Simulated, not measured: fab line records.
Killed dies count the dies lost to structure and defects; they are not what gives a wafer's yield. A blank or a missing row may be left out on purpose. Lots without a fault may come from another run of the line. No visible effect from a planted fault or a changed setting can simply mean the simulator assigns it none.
Chamber matching || flow n5 finfet || N5_FIN_CUT_CUT_ETCH_28 on rie si-06 has 4 sister chambers
The step etches Si in HBr/Cl2/O2, target depth 6 nm, time 2.4 s. 4 wafers are shown with their chamber, then 9 later ones without.

## EACH WAFER AND ITS CHAMBER
{"wafer": "L078.5", "chamber": 2, "throttle valve pct (%)": 36.8}
{"wafer": "L083.5", "chamber": 1, "throttle valve pct (%)": 37.8}
{"wafer": "L084.3", "chamber": 0, "throttle valve pct (%)": 37.3}
{"wafer": "L084.5", "chamber": 3, "throttle valve pct (%)": 37.8}

## WAFERS WITH NO CHAMBER GIVEN
{"wafer": "L086.1", "throttle valve pct (%)": 37.8}
{"wafer": "L086.2", "throttle valve pct (%)": 37.8}
{"wafer": "L086.5", "throttle valve pct (%)": 37.8}
{"wafer": "L091.1", "throttle valve pct (%)": 37.8}
{"wafer": "L091.3", "throttle valve pct (%)": 37.8}
{"wafer": "L091.4", "throttle valve pct (%)": 36.8}
{"wafer": "L096.2", "throttle valve pct (%)": 36.8}
{"wafer": "L096.3", "throttle valve pct (%)": 37.3}
{"wafer": "L096.4", "throttle valve pct (%)": 37.7}

## WHICH CHAMBER EACH ONE RAN IN
{"wafer": "L086.1", "from the rows above": "can't be placed: 1 or 3", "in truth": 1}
{"wafer": "L086.2", "from the rows above": "can't be placed: 1 or 3", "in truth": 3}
{"wafer": "L086.5", "from the rows above": "can't be placed: 1 or 3", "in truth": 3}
{"wafer": "L091.1", "from the rows above": "can't be placed: 1 or 3", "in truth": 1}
{"wafer": "L091.3", "from the rows above": "can't be placed: 1 or 3", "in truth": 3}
{"wafer": "L091.4", "from the rows above": 2, "in truth": 2}
{"wafer": "L096.2", "from the rows above": 2, "in truth": 2}
{"wafer": "L096.3", "from the rows above": 0, "in truth": 0}
{"wafer": "L096.4", "from the rows above": "can't be placed: 1 or 3", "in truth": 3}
Placed correctly: 3 of 9. Can't be placed from these rows: 6 (the true chamber is among the candidates in 6). Number placed wrongly: 0.
How it was worked out, from the rows above alone: a wafer's distance from a chamber is the root of the sum, over the readings, of the square of ((its reading less the chamber's mean) divided by the reading's scatter). If the next closest chamber is less than 2 further off than the closest, the wafer can't be placed; otherwise it belongs to the closest. For every chamber, the mean is computed from those of its wafers that are shown. The scatter: with one shown wafer a chamber, the root of the mean of the squares of how far each hidden wafer lies from its nearest shown one.
